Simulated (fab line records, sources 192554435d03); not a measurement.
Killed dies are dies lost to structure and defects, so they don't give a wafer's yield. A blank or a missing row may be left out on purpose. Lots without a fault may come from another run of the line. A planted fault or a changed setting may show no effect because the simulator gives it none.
fab line records | flow n5_finfet
record lots=5 wafers=15 last_day=17
route steps=1938 shown BEOL_M2@917 BEOL_M3@931
lots that met no fault: from a run of the same line without faults
start_h: hours from the record's first day to the start of the lot's first wafer shown | wait_h: hours since the lot's step before | " the same as in the row above | L1.1+2: a row that stands for several wafers | - no value, or no start given | * or withheld: withheld | < > ~ a bound
route shown NAME@n: a module of which the file shows steps, and the number in the route of the first | usual: mean/standard deviation of fault-free wafers | same: alike in all rows | chamber/n: place in a boat | sites: the reading at each site | _std_site: their standard deviation | _edge_site: outer sites' mean less inner sites' | radius_mm: how far each site lies from the wafer's centre | mask NAME#n: copy n | behind: the tool/chamber that last shaped the wafer | hold: why the lot was held/for how many hours/how that ended | device: the transistor (n, p or np) that didn't switch | end of line: the same wafers' tests at the end of the route | a step without rows: its recipe alone | killed: dies lost to structure and defects at the first sort, not the wafer's yield | map: a wafer's dies, x killed, . not, _ none there
set.NAME: the setting as run; set.NAME@STEP: as run at that earlier step | model.NAME: the simulator's own value behind a step, which no gauge read
lots at some steps of the route; a table a step, a row a wafer
services: from which hour (start_h, from the record's first day; less than 0 if before it) a tool's chamber was out of use, for how many hours, and why
## steps
# step N5_BEOL_M2_ANNEAL_93
# recipe temp_c=400 time_s=240 ambient=vacuum
# usual heater_power_w=834/69
# columns lot.wafer tool chamber start_h wait_h heater_power_w
L078.2 pvd_sputter-02 - 163.64 0.0 829
L078.4 " - " " 950
L078.6 " - " " 850
L082.1 pvd_sputter-03 - 192.16 0.0 868
L082.3 " - " " 777
L082.5 " - " " 779
L090.1 pvd_sputter-01 - 237.34 0.0 858
L090.2 " - " " 969
L090.5 " - " " 730
L093.1 pvd_sputter-01 - 257.09 0.0 973
L093.3 " - " " 789
L093.4 " - " " 723
L096.1 pvd_sputter-02 - 268.21 0.0 836
L096.5 " - " " 787
L096.6 " - " " 827
# step N5_BEOL_M2_SPUTTER_94
# recipe material=Cu target_thk_a=45 temp_c=-20 chamber_pressure_pa=0.07 power_w=withheld time_s=8.29
# usual chamber_pressure_pa=0.07003/0.00015 throttle_valve_pct=29.9/0.95
# columns lot.wafer tool chamber start_h wait_h chamber_pressure_pa throttle_valve_pct
L078.2 pvd_sputter-02 - 163.78 0.1 0.07002 29.0
L078.4 " - " " 0.07019 29.6
L078.6 " - " " 0.06993 29.3
L082.1 pvd_sputter-03 - 192.30 0.1 0.0701 29.6
L082.3 " - " " 0.07005 30.6
L082.5 " - " " 0.06992 30.4
L090.1 pvd_sputter-01 - 237.48 0.1 0.0699 30.4
L090.2 " - " " 0.07018 30.3
L090.5 " - " " 0.07001 29.7
L093.1 pvd_sputter-01 - 257.23 0.1 0.07018 29.9
L093.3 " - " " 0.06999 31.3
L093.4 " - " " 0.06998 29.4
L096.1 pvd_sputter-02 - 268.36 0.1 0.0701 28.9
L096.5 " - " " 0.07 29.2
L096.6 " - " " 0.06995 28.6
# step N5_BEOL_M2_ANNEAL_95
# recipe temp_c=400 time_s=240 ambient=vacuum
# usual heater_power_w=834/68
# columns lot.wafer tool chamber start_h wait_h heater_power_w
L078.2 pvd_sputter-02 - 163.86 0.0 825
L078.4 " - " " 925
L078.6 " - " " 827
L082.1 pvd_sputter-03 - 192.38 0.0 868
L082.3 " - " " 777
L082.5 " - " " 760
L090.1 pvd_sputter-01 - 237.56 0.0 897
L090.2 " - " " 960
L090.5 " - " " 731
L093.1 pvd_sputter-01 - 257.31 0.0 967
L093.3 " - " " 777
L093.4 " - " " 749
L096.1 pvd_sputter-02 - 268.45 0.0 838
L096.5 " - " " 782
L096.6 " - " " 830
# step N5_BEOL_M2_SPUTTER_96
# recipe material=Cu target_thk_a=45 temp_c=-20 chamber_pressure_pa=0.07 power_w=withheld time_s=8.29
# usual chamber_pressure_pa=0.07002/0.00015 throttle_valve_pct=29.9/0.94
# columns lot.wafer tool chamber start_h wait_h chamber_pressure_pa throttle_valve_pct
L078.2 pvd_sputter-02 - 164.00 0.1 0.07021 29.2
L078.4 " - " " 0.07009 29.6
L078.6 " - " " 0.0699 29.1
L082.1 pvd_sputter-03 - 192.52 0.1 0.06989 29.6
L082.3 " - " " 0.06992 30.6
L082.5 " - " " 0.06997 30.5
L090.1 pvd_sputter-01 - 237.70 0.1 0.06993 30.4
L090.2 " - " " 0.07022 30.0
L090.5 " - " " 0.07007 29.3
L093.1 pvd_sputter-01 - 257.45 0.1 0.07009 30.2
L093.3 " - " " 0.07012 31.4
L093.4 " - " " 0.07029 29.4
L096.1 pvd_sputter-02 - 268.61 0.1 0.07001 29.1
L096.5 " - " " 0.06993 29.5
L096.6 " - " " 0.0701 28.3
# step N5_BEOL_M2_ECD_50
# recipe material=Cu target_thk_a=3000
# columns lot.wafer tool chamber start_h wait_h
L078.2+4+6 ecd_cu-02 0,0,1 164.12 0.1
L082.1+3+5 ecd_cu-02 1,0,1 192.64 0.1
L090.1+2+5 ecd_cu-01 0,1,1 237.81 0.1
L093.1+3+4 ecd_cu-01 1,0,1 257.56 0.1
L096.1+5+6 ecd_cu-02 0,1,0 268.74 0.1
# step N5_BEOL_M2_ANNEAL_51
# recipe temp_c=225 time_s=90 ambient=N2
# usual anneal_temp_c_max=225.76/0.19 wafer_temp_C_max=226.05/0.23
# columns lot.wafer tool chamber start_h wait_h anneal_temp_c_max wafer_temp_C_max
L078.2 rtp_anneal-02 0 164.24 0.1 225.89 225.97
L078.4 " 0 " " 225.79 226.23
L078.6 " 0 " " 225.72 226.07
L082.1 rtp_anneal-02 0 192.71 0.1 225.67 225.80
L082.3 " 0 " " 225.97 226.21
L082.5 " 0 " " 225.54 226.01
L090.1 rtp_anneal-02 0 237.98 0.1 225.69 226.51
L090.2 " 0 " " 225.74 226.40
L090.5 " 0 " " 225.65 225.93
L093.1 rtp_anneal-01 0 257.64 0.1 225.49 226.04
L093.3 " 0 " " 225.58 225.71
L093.4 " 0 " " 225.60 225.99
L096.1 rtp_anneal-01 0 268.82 0.1 225.91 225.99
L096.5 " 0 " " 226.00 226.13
L096.6 " 0 " " 225.96 225.91
# step N5_BEOL_M2_CMP_52
# recipe stop_on=SiOC t_overpolish_s=6.8 down_force_psi=1 platen_rpm=50 clearing_platen_down_force_psi=1.5 clearing_platen_rpm=50 post_cmp_clean=cu_alkaline target_thk_nm=40 clearing_platen_pad_velocity_m_s=0.99484 pad_velocity_m_s=0.99484
# usual barrier_field_endpoint_s=24.5/0.67 clearing_platen_down_force_psi=1.4998/0.003 motor_current_A=5.9/0.53 overpolish_run_s=6.800/0.0087 time_to_endpoint_s=61/3.4
# columns lot.wafer tool chamber start_h wait_h barrier_field_endpoint_s clearing_platen_down_force_psi motor_current_A overpolish_run_s time_to_endpoint_s
L078.2 cmp-04 3 164.57 0.3 25.4 1.5010 6.2 6.803 64
L078.4 " 0 " " 24.8 1.5005 6.0 6.789 65
L078.6 " 1 " " 25.8 1.4993 5.7 6.796 65
L082.3 cmp-04 2 193.01 0.2 23.5 1.4988 6.6 6.800 60
L082.1 " 3 " " 23.6 1.5037 6.0 6.796 61
L082.5 " 3 " " 24.7 1.5035 5.9 6.799 61
L090.2 cmp-02 3 238.27 0.2 24.3 1.4923 5.3 6.808 62
L090.1 " 1 " " 23.6 1.4978 5.9 6.792 60
L090.5 " 3 " " 23.9 1.4974 5.1 6.811 60
L093.1 cmp-02 1 257.94 0.3 23.6 1.4996 6.1 6.808 57
L093.4 " 3 " " 24.5 1.5014 5.2 6.821 59
L093.3 " 0 " " 24.4 1.4979 5.4 6.798 59
L096.1 cmp-04 2 269.23 0.4 24.2 1.5004 6.0 6.801 63
L096.6 " 3 " " 25.2 1.5019 6.3 6.792 66
L096.5 " 0 " " 24.4 1.5003 6.4 6.800 59
# step N5_BEOL_M2_THK_MEAS_53
# recipe thk_meas_gauge=xrf reads=Cu_of_BEOL_M2_ECD_50
# usual M2_THK=39.9/1.6
# columns lot.wafer tool chamber start_h wait_h M2_THK[nm]
L078.2 film_metro-02 - 164.79 - 42.8
L078.4 " - " " 40.7
L078.6 " - " " 39.9
L082.1 film_metro-01 - 193.31 - 40.2
L082.3 " - " " 40.8
L082.5 " - " " 39.3
L090.1 film_metro-01 - 238.57 - 38.6
L090.2 " - " " 40.8
L090.5 " - " " 41.0
L093.1 film_metro-02 - 258.23 - 38.8
L093.3 " - " " 39.3
L093.4 " - " " 40.8
L096.1 film_metro-02 - 269.41 - 41.2
L096.5 " - " " 41.5
L096.6 " - " " 40.2
# step N5_BEOL_M2_PRE_CLEAN_60
# recipe gas=NH3/H2 time_s=15 temp_c=* rf_power_w=300
# usual heater_power_w=73/11
# columns lot.wafer tool chamber start_h wait_h heater_power_w
L078.2 cvd_co-02 1 164.82 0.0 80
L078.4 " 0 " " 51
L078.6 " 2 " " 72
L082.1 cvd_co-01 1 193.34 0.0 86
L082.3 " 0 " " 78
L082.5 " 0 " " 77
L090.1 cvd_co-02 2 238.60 0.0 72
L090.2 " 1 " " 81
L090.5 " 2 " " 75
L093.1 cvd_co-02 2 258.27 0.0 73
L093.3 " 0 " " 54
L093.4 " 1 " " 82
L096.1 cvd_co-01 2 269.45 0.0 76
L096.5 " 2 " " 75
L096.6 " 1 " " 84
# step N5_BEOL_M2_CO_CAP_55
# recipe material=Co target_thk_a=20 temp_c=200 precursor=CCTBA/H2 pressure_torr=30 time_s=102.1
# usual chamber_pressure_Torr=30.01/0.065 heater_power_w=221/15
# columns lot.wafer tool chamber start_h wait_h chamber_pressure_Torr heater_power_w
L078.2 cvd_co-02 1 164.86 0.0 30.02 228
L078.4 " 0 " " 29.92 191
L078.6 " 2 " " 29.99 220
L082.1 cvd_co-01 1 193.38 0.0 29.93 235
L082.3 " 0 " " 29.92 227
L082.5 " 0 " " 30.02 216
L090.1 cvd_co-02 2 238.64 0.0 29.98 216
L090.2 " 1 " " 29.95 225
L090.5 " 2 " " 30.01 216
L093.1 cvd_co-02 2 258.31 0.0 29.94 218
L093.3 " 0 " " 29.96 198
L093.4 " 1 " " 30.08 229
L096.1 cvd_co-01 2 269.49 0.0 30.09 227
L096.5 " 2 " " 29.96 227
L096.6 " 1 " " 30.03 243
# step N5_BEOL_M2_PRE_CLEAN_56
# recipe gas=NH3 time_s=15 temp_c=withheld rf_power_w=300
# columns lot.wafer tool chamber start_h wait_h
L078.2+4+6 pecvd-01 2,1,0 164.96 0.1
L082.1+3+5 pecvd-01 2,0,2 193.47 0.1
L090.1+2+5 pecvd-03 1,0,2 238.74 0.1
L093.1+3+4 pecvd-03 1,0,0 258.40 0.1
L096.1+5+6 pecvd-02 0,1,0 269.58 0.1
# step N5_BEOL_M2_DEP_57
# recipe material=SiCN target_thk_a=80 temp_c=withheld precursor=3MS/NH3 pressure_torr=3 rf_w=202 time_s=14
# usual chamber_pressure_Torr=3.001/0.0058 showerhead_plenum_p_Torr=3.669/0.016 throttle_valve_pct=9.0/0.35
# columns lot.wafer tool chamber start_h wait_h chamber_pressure_Torr showerhead_plenum_p_Torr throttle_valve_pct
L078.2 pecvd-01 2 164.98 0.0 2.991 3.663 8.0
L078.4 " 1 " " 3.003 3.663 9.1
L078.6 " 0 " " 3.001 3.640 9.3
L082.1 pecvd-01 2 193.50 0.0 3.016 3.660 8.1
L082.3 " 0 " " 2.997 3.629 9.4
L082.5 " 2 " " 3.002 3.667 8.1
L090.1 pecvd-03 1 238.76 0.0 3.009 3.656 8.9
L090.2 " 0 " " 3.001 3.648 8.8
L090.5 " 2 " " 2.999 3.665 9.0
L093.1 pecvd-03 1 258.43 0.0 3.005 3.660 8.9
L093.3 " 0 " " 3.000 3.644 8.9
L093.4 " 0 " " 2.994 3.647 9.1
L096.1 pecvd-02 0 269.61 0.0 3.006 3.667 8.8
L096.5 " 1 " " 3.009 3.690 9.3
L096.6 " 0 " " 3.003 3.679 8.9
# step N5_BEOL_M2_RS_MEAS_58
# recipe thk_meas_gauge=four-point-probe reads=Co_of_BEOL_M2_CO_CAP_55+Cu_of_BEOL_M2_ECD_50+Co_of_BEOL_M2_CVD_47+TaN_of_BEOL_M2_ALD_84
# usual M2_RS=0.68/0.036
# columns lot.wafer tool chamber start_h wait_h M2_RS[ohm/sq]
L078.2 film_metro-01 - 165.05 0.1 0.62
L078.4 " - " " 0.66
L078.6 " - " " 0.68
L082.1 film_metro-02 - 193.57 0.0 0.67
L082.3 " - " " 0.66
L082.5 " - " " 0.69
L090.1 film_metro-02 - 238.83 0.0 0.70
L090.2 " - " " 0.66
L090.5 " - " " 0.65
L093.1 film_metro-02 - 258.49 0.0 0.72
L093.3 " - " " 0.70
L093.4 " - " " 0.67
L096.1 film_metro-02 - 269.70 0.1 0.66
L096.5 " - " " 0.65
L096.6 " - " " 0.67
# step N5_BEOL_M2_INSPECT_59
# recipe inspect_instrument=darkfield mode=post_dep
# usual raw_defect_count=74/24
# columns lot.wafer tool chamber start_h wait_h raw_defect_count
L078.2 defect_inspect-02 - 165.07 0.0 125
L078.4 " - " " 80
L078.6 " - " " 95
L082.1 defect_inspect-02 - 193.59 0.0 66
L082.3 " - " " 71
L082.5 " - " " 70
L090.1 defect_inspect-02 - 238.85 0.0 72
L090.2 " - " " 81
L090.5 " - " " 63
L093.1 defect_inspect-01 - 258.52 0.0 90
L093.3 " - " " 105
L093.4 " - " " 119
L096.1 defect_inspect-02 - 269.72 0.0 56
L096.5 " - " " 95
L096.6 " - " " 109
# step N5_BEOL_M3_ILD_DEP_00
# recipe material=SiOC target_thk_a=790 temp_c=350 precursor=DEMS/O2 pressure_torr=5 rf_w=500 time_s=15.3
# usual chamber_pressure_Torr=5.000/0.011 heater_power_w=503/83 showerhead_plenum_p_Torr=5.695/0.015 throttle_valve_pct=11.7/0.43
# columns lot.wafer tool chamber start_h wait_h chamber_pressure_Torr heater_power_w showerhead_plenum_p_Torr throttle_valve_pct
L078.2 pecvd-03 1 165.11 0.0 5.003 513 5.685 11.6
L078.4 " 0 " " 4.990 591 5.669 11.6
L078.6 " 2 " " 4.987 640 5.692 11.8
L082.1 pecvd-02 2 193.63 0.0 5.016 463 5.737 12.1
L082.3 " 1 " " 5.005 500 5.693 12.0
L082.5 " 0 " " 4.997 485 5.698 11.7
L090.1 pecvd-03 1 238.89 0.0 5.001 506 5.696 11.8
L090.2 " 0 " " 5.010 611 5.673 11.6
L090.5 " 2 " " 4.996 566 5.698 11.7
L093.1 pecvd-04 2 258.56 0.0 5.023 590 5.693 11.1
L093.3 " 1 " " 4.994 409 5.693 11.6
L093.4 " 0 " " 5.012 426 5.700 12.2
L096.1 pecvd-03 1 269.76 0.0 4.993 503 5.697 11.8
L096.5 " 1 " " 5.005 487 5.692 11.6
L096.6 " 0 " " 4.998 568 5.684 12.0
# step N5_BEOL_M3_THK_MEAS_01
# recipe reads=SiOC_of_BEOL_M3_ILD_DEP_00
# usual M3_ILD_THK=79.2/1.1
# columns lot.wafer tool chamber start_h wait_h M3_ILD_THK[nm]
L078.2 film_metro-01 - 165.18 0.1 78.3
L078.4 " - " " 79.4
L078.6 " - " " 78.4
L082.1 film_metro-01 - 193.70 0.0 77.9
L082.3 " - " " 78.4
L082.5 " - " " 80.1
L090.1 film_metro-02 - 238.96 0.0 79.1
L090.2 " - " " 80.1
L090.5 " - " " 80.6
L093.1 film_metro-02 - 258.62 0.0 80.3
L093.3 " - " " 78.1
L093.4 " - " " 79.7
L096.1 film_metro-02 - 269.83 0.0 79.5
L096.5 " - " " 81.0
L096.6 " - " " 80.4
# step N5_BEOL_M3_PECVD_72
# recipe material=SiO2 target_thk_a=160 temp_c=400 precursor=TEOS/O2 pressure_torr=5.5 rf_w=450 teos_flow_sccm=53.8 gas=O2 flow_sccm=3000 time_s=18
# usual chamber_pressure_Torr=5.502/0.012 heater_power_w=739/110 showerhead_plenum_p_Torr=8.79/0.051 throttle_valve_pct=22.0/0.79
# columns lot.wafer tool chamber start_h wait_h chamber_pressure_Torr heater_power_w showerhead_plenum_p_Torr throttle_valve_pct
L078.2 pecvd-02 0 165.22 0.0 5.501 698 8.82 21.4
L078.4 " 2 " " 5.498 751 8.94 22.7
L078.6 " 1 " " 5.494 680 8.80 23.4
L082.1 pecvd-04 1 193.73 0.0 5.507 597 8.78 22.1
L082.3 " 2 " " 5.497 886 8.78 20.4
L082.5 " 1 " " 5.520 584 8.78 21.8
L090.1 pecvd-03 1 238.99 0.0 5.499 697 8.74 22.1
L090.2 " 0 " " 5.494 880 8.70 22.2
L090.5 " 1 " " 5.481 698 8.78 22.0
L093.1 pecvd-02 1 258.66 0.0 5.496 745 8.81 23.5
L093.3 " 0 " " 5.512 748 8.82 21.9
L093.4 " 1 " " 5.508 754 8.84 23.4
L096.1 pecvd-02 1 269.87 0.0 5.493 762 8.82 23.1
L096.5 " 0 " " 5.495 693 8.80 21.7
L096.6 " 1 " " 5.507 749 8.84 23.2
# step N5_BEOL_M3_HM_DEP_02
# recipe material=TiN target_thk_a=200 temp_c=25 chamber_pressure_pa=0.49996
# usual chamber_pressure_pa=0.5001/0.001 throttle_valve_pct=30.1/0.93
# columns lot.wafer tool chamber start_h wait_h chamber_pressure_pa throttle_valve_pct
L078.2 pvd_sputter-03 - 165.88 0.6 0.4993 28.5
L078.4 " - " " 0.5001 29.6
L078.6 " - " " 0.5018 32.0
L082.1 pvd_sputter-03 - 193.84 0.1 0.4996 29.9
L082.3 " - " " 0.4994 31.7
L082.5 " - " " 0.5001 30.4
L090.1 pvd_sputter-01 - 239.86 0.8 0.5015 30.0
L090.2 " - " " 0.5002 29.2
L090.5 " - " " 0.5003 31.3
L093.1 pvd_sputter-01 - 260.75 2.1 0.5003 31.6
L093.3 " - " " 0.5003 30.1
L093.4 " - " " 0.4991 30.3
L096.1 pvd_sputter-01 - 270.28 0.4 0.5007 31.1
L096.5 " - " " 0.5002 31.3
L096.6 " - " " 0.4999 30.3
# step N5_BEOL_M3_COAT_61
# recipe resist=SOC temp_c=250 time_s=60 spin_rpm=1500 resist_thk_nm=60
# usual plate_temp_C=250.05/0.18 spin_speed_rpm=1499.9/1
# columns lot.wafer tool chamber start_h wait_h plate_temp_C spin_speed_rpm
L078.2 litho_track-03 0 166.00 0.1 249.80 1500.8
L078.4 " 0 " " 249.80 1500.8
L078.6 " 0 " " 249.87 1500.2
L082.1 litho_track-03 0 193.96 0.1 250.13 1500.3
L082.3 " 0 " " 250.01 1500.1
L082.5 " 0 " " 250.10 1498.5
L090.1 litho_track-04 0 239.98 0.1 249.94 1501.3
L090.2 " 0 " " 249.81 1500.2
L090.5 " 0 " " 249.80 1500.9
L093.1 litho_track-01 0 260.87 0.1 250.05 1499.6
L093.3 " 0 " " 250.00 1500.0
L093.4 " 0 " " 250.05 1499.4
L096.1 litho_track-03 0 270.41 0.1 249.96 1498.2
L096.5 " 0 " " 250.24 1500.6
L096.6 " 0 " " 249.76 1499.2
# step N5_BEOL_M3_COAT_62
# recipe resist=SiARC temp_c=220 time_s=60 spin_rpm=1500 resist_thk_nm=12
# usual plate_temp_C=219.99/0.15 spin_speed_rpm=1500.0/1.1
# columns lot.wafer tool chamber start_h wait_h plate_temp_C spin_speed_rpm
L078.2 litho_track-03 0 - - 219.89 1499.7
L078.4 " 0 " " 219.91 1501.4
L078.6 " 0 " " 219.87 1499.3
L082.1 litho_track-03 0 - - 220.13 1498.8
L082.3 " 0 " " 219.89 1499.0
L082.5 " 0 " " 220.04 1498.6
L090.1 litho_track-04 0 - - 219.84 1500.8
L090.2 " 0 " " 219.93 1499.6
L090.5 " 0 " " 220.07 1500.2
L093.1 litho_track-01 0 - - 219.74 1500.9
L093.3 " 0 " " 219.89 1499.5
L093.4 " 0 " " 219.64 1499.0
L096.1 litho_track-03 0 - - 219.96 1500.5
L096.5 " 0 " " 219.63 1500.2
L096.6 " 0 " " 219.86 1499.5
# step N5_BEOL_M3_COAT_73
# recipe resist=underlayer temp_c=205 time_s=60 spin_rpm=1500 resist_thk_nm=5
# usual plate_temp_C=205.03/0.16 spin_speed_rpm=1500.0/1
# columns lot.wafer tool chamber start_h wait_h plate_temp_C spin_speed_rpm
L078.2 litho_track-03 0 - - 205.18 1500.7
L078.4 " 0 " " 205.38 1499.4
L078.6 " 0 " " 204.97 1499.3
L082.1 litho_track-03 0 - - 205.26 1499.3
L082.3 " 0 " " 204.77 1498.8
L082.5 " 0 " " 205.11 1499.6
L090.1 litho_track-04 0 - - 205.30 1499.4
L090.2 " 0 " " 205.28 1500.5
L090.5 " 0 " " 204.99 1501.9
L093.1 litho_track-01 0 - - 205.32 1499.7
L093.3 " 0 " " 204.90 1500.1
L093.4 " 0 " " 205.08 1501.1
L096.1 litho_track-03 0 - - 204.83 1501.3
L096.5 " 0 " " 205.02 1501.1
L096.6 " 0 " " 204.97 1500.4
# step N5_BEOL_M3_COAT_05
# recipe resist=CAR-EUV spin_rpm=1500 resist_thk_nm=30
# usual spin_speed_rpm=1500.0/1
# columns lot.wafer tool chamber start_h wait_h spin_speed_rpm
L078.2 litho_track-03 0 - - 1498.9
L078.4 " 0 " " 1499.6
L078.6 " 0 " " 1500.1
L082.1 litho_track-03 0 - - 1500.4
L082.3 " 0 " " 1499.4
L082.5 " 0 " " 1499.3
L090.1 litho_track-04 0 - - 1500.7
L090.2 " 0 " " 1500.3
L090.5 " 0 " " 1499.2
L093.1 litho_track-01 0 - - 1500.6
L093.3 " 0 " " 1499.9
L093.4 " 0 " " 1501.7
L096.1 litho_track-03 0 - - 1500.1
L096.5 " 0 " " 1498.2
L096.6 " 0 " " 1499.7
# step N5_BEOL_M3_EBR_07
# recipe solvent=PGMEA ebr_width_mm=1.5
# columns lot.wafer tool chamber start_h wait_h
L078.2+4+6 litho_track-03 0 - -
L082.1+3+5 litho_track-03 0 - -
L090.1+2+5 litho_track-04 0 - -
L093.1+3+4 litho_track-01 0 - -
L096.1+5+6 litho_track-03 0 - -
# step N5_BEOL_M3_SOFTBAKE_06
# recipe temp_c=110 time_s=60 resist=CAR-EUV
# usual plate_temp_C=110.01/0.11
# columns lot.wafer tool chamber start_h wait_h plate_temp_C
L078.2 litho_track-03 0 - - 110.01
L078.4 " 0 " " 109.97
L078.6 " 0 " " 109.98
L082.1 litho_track-03 0 - - 109.95
L082.3 " 0 " " 109.86
L082.5 " 0 " " 110.01
L090.1 litho_track-04 0 - - 110.24
L090.2 " 0 " " 110.03
L090.5 " 0 " " 110.02
L093.1 litho_track-01 0 - - 110.03
L093.3 " 0 " " 109.99
L093.4 " 0 " " 109.94
L096.1 litho_track-03 0 - - 110.08
L096.5 " 0 " " 109.93
L096.6 " 0 " " 110.05
# step N5_BEOL_M3_EXPOSE_08
# recipe mask_id=M3 na=0.33 source_shape=dipole sigma_inner=0.369 sigma_outer=0.767 polarization=unpolarized dose_mj=33
# usual exposure_dose_mJ_cm2=32.98/0.04 focus_offset_nm=-0.1/0.55
# columns lot.wafer tool chamber start_h wait_h mask exposure_dose_mJ_cm2 focus_offset_nm
L078.2 euv_scanner-01 0 166.15 - M3#0 33.00 -0.2
L078.4 " 0 " " M3#0 32.98 -0.9
L078.6 " 0 " " M3#0 33.03 -0.5
L082.1 euv_scanner-02 0 194.23 - M3#0 33.06 -0.3
L082.3 " 0 " " M3#0 33.04 -0.8
L082.5 " 0 " " M3#0 32.99 0.1
L090.1 euv_scanner-02 0 240.24 - M3#0 33.01 -0.3
L090.2 " 0 " " M3#0 33.00 -0.6
L090.5 " 0 " " M3#0 32.97 -0.3
L093.1 euv_scanner-02 0 261.13 - M3#0 32.97 0.1
L093.3 " 0 " " M3#0 33.03 -0.3
L093.4 " 0 " " M3#0 33.01 0.2
L096.1 euv_scanner-02 0 270.67 - M3#0 32.96 -0.6
L096.5 " 0 " " M3#0 32.99 -1.0
L096.6 " 0 " " M3#0 32.99 0.1
# step N5_BEOL_M3_PEB_09
# recipe peb_temp_c=100 peb_time_s=60 resist=CAR-EUV
# usual plate_temp_C=100.00/0.11
# columns lot.wafer tool chamber start_h wait_h plate_temp_C
L078.2 litho_track-01 0 166.20 0.0 99.72
L078.4 " 0 " " 100.18
L078.6 " 0 " " 99.95
L082.1 litho_track-03 0 194.29 0.1 99.91
L082.3 " 0 " " 99.94
L082.5 " 0 " " 100.07
L090.1 litho_track-03 0 240.30 0.1 99.94
L090.2 " 0 " " 99.87
L090.5 " 0 " " 99.90
L093.1 litho_track-03 0 261.19 0.1 99.96
L093.3 " 0 " " 100.03
L093.4 " 0 " " 99.98
L096.1 litho_track-03 0 270.73 0.1 100.00
L096.5 " 0 " " 99.96
L096.6 " 0 " " 100.16
# step N5_BEOL_M3_DEVELOP_10
# recipe develop_time_s=30 developer=TMAH resist=CAR-EUV rinse_liquid=surfactant_rinse dry=air_spin dev_temp_c=23
# columns lot.wafer tool chamber start_h wait_h
L078.2+4+6 litho_track-01 0 - -
L082.1+3+5 litho_track-03 0 - -
L090.1+2+5 litho_track-03 0 - -
L093.1+3+4 litho_track-03 0 - -
L096.1+5+6 litho_track-03 0 - -
# step N5_BEOL_M3_CD_MEAS_11
# recipe target_cd_nm=17.05 landing_energy_ev=500 detector=se_inlens polarity=opening
# usual cd_nm=17.14/0.23
# columns lot.wafer tool chamber start_h wait_h cd_nm
L078.2 cd_sem-01 0 166.27 - 17.47
L078.4 " 0 " " 16.96
L078.6 " 0 " " 16.90
L082.1 cd_sem-02 0 194.35 - 17.42
L082.3 " 0 " " 17.00
L082.5 " 0 " " 17.05
L090.1 cd_sem-03 0 240.37 - 17.56
L090.2 " 0 " " 17.12
L090.5 " 0 " " 17.37
L093.1 cd_sem-02 0 261.26 - 17.15
L093.3 " 0 " " 17.25
L093.4 " 0 " " 17.72
L096.1 cd_sem-03 0 270.79 - 17.17
L096.5 " 0 " " 16.79
L096.6 " 0 " " 16.91
# step N5_BEOL_M3_OVL_MEAS_12
# recipe points_per_wafer=522
# usual M3_OVL=-0.4/0.56
# same points_per_wafer=522
# columns lot.wafer tool chamber start_h wait_h M3_OVL[nm]
L078.2 overlay-01 0 166.30 0.0 -1.4
L078.4 " 0 " " -0.7
L078.6 " 0 " " -0.9
L082.1 overlay-02 0 194.38 0.0 -0.1
L082.3 " 0 " " -0.3
L082.5 " 0 " " -0.7
L090.1 overlay-02 0 240.40 0.0 -0.9
L090.2 " 0 " " 0.1
L090.5 " 0 " " -0.1
L093.1 overlay-02 0 261.29 0.0 -1.0
L093.3 " 0 " " -1.0
L093.4 " 0 " " 0.0
L096.1 overlay-02 0 270.82 0.0 -0.5
L096.5 " 0 " " 0.2
L096.6 " 0 " " 1.0
# step N5_BEOL_M3_INSPECT_13
# recipe mode=adi inspect_instrument=brightfield
# usual raw_defect_count=418/88
# columns lot.wafer tool chamber start_h wait_h raw_defect_count
L078.2 defect_inspect-01 - 166.36 0.1 471
L078.4 " - " " 382
L078.6 " - " " 389
L082.1 defect_inspect-01 - 194.44 0.1 391
L082.3 " - " " 394
L082.5 " - " " 516
L090.1 defect_inspect-02 - 240.46 0.1 458
L090.2 " - " " 489
L090.5 " - " " 653
L093.1 defect_inspect-02 - 261.35 0.1 610
L093.3 " - " " 590
L093.4 " - " " 511
L096.1 defect_inspect-02 - 270.88 0.1 344
L096.5 " - " " 438
L096.6 " - " " 388
# step N5_BEOL_M3_DESCUM_16
# recipe chemistry=O2 time_s=7 source_power_w=50 bias_power_w=20 pressure_mtorr=20 rf_frequency_hz=2.712e+07 temp_c=40 resist=CAR-EUV o2_flow_sccm=225
# usual drypump_motor_current_A=5.8/0.52 oes_product_au=0.81/0.11 rf_vpp_V=243.6/1.5 showerhead_plenum_p_Torr=2.11/0.078 throttle_valve_pct=20.37/0.19
# columns lot.wafer tool chamber start_h wait_h drypump_motor_current_A oes_product_au rf_hours_counter_h rf_vpp_V showerhead_plenum_p_Torr throttle_valve_pct
L078.2 rie_diel-05 1 166.40 0.0 5.6 0.78 134 241.2 2.02 20.32
L078.4 " 2 " " 6.5 0.92 30 243.1 2.06 20.43
L078.6 " 2 " " 6.5 0.91 - 241.7 2.06 20.42
L082.1 rie_diel-04 1 194.48 0.0 5.3 0.67 247 246.6 2.14 20.24
L082.3 " 2 " " 5.7 0.69 242 245.1 2.16 20.48
L082.5 " 1 " " 5.3 0.67 - 243.1 2.14 20.23
L090.1 rie_diel-02 2 240.49 0.0 6.7 0.82 92 243.7 2.10 20.69
L090.2 " 0 " " 5.0 0.98 10 245.7 2.22 20.08
L090.5 " 1 " " 6.2 0.91 - 242.2 2.04 20.26
L093.1 rie_diel-05 0 262.02 0.7 5.4 0.70 233 246.6 2.14 20.37
L093.3 " 2 " " 6.4 0.87 59 241.7 2.05 20.45
L093.4 " 3 " " 6.3 0.77 123 241.1 2.01 20.36
L096.1 rie_diel-04 3 270.94 0.1 5.5 0.87 43 244.7 2.24 20.21
L096.5 " 3 " " 5.5 0.87 - 245.7 2.25 20.21
L096.6 " 0 " " 5.4 0.90 - 244.5 2.13 20.54
## services
# columns tool chamber start_h hours kind
euv_scanner-01 - 141.98 1.0 pm
rie_diel-04 1 142.41 4.1 repair
cmp-02 - 145.88 3.5 pm
rie_diel-05 0 149.93 9.9 repair
cmp-04 - 152.57 1.3 repair
ecd_cu-02 - 152.82 1.5 repair
cmp-04 - 176.96 4.8 pm
cmp-02 - 179.48 2.3 repair
ecd_cu-01 - 185.41 3.5 repair
pecvd-03 0 188.27 5.0 repair
euv_scanner-02 - 189.58 1.0 pm
pecvd-02 - 206.05 3.1 repair
pecvd-02 - 217.20 2.8 pm
cmp-04 - 223.57 4.0 pm
ecd_cu-02 - 228.96 1.5 repair
pecvd-03 - 230.62 5.5 pm
pecvd-02 1 235.00 3.7 repair
cmp-02 - 240.06 4.0 pm
euv_scanner-02 - 245.73 1.0 pm
cmp-04 - 247.54 5.0 repair
euv_scanner-02 - 251.46 4.6 pm
cvd_co-01 1 257.55 8.4 repair
euv_scanner-02 - 261.91 5.8 pm
pecvd-04 1 265.09 6.4 repair
## key
fault none
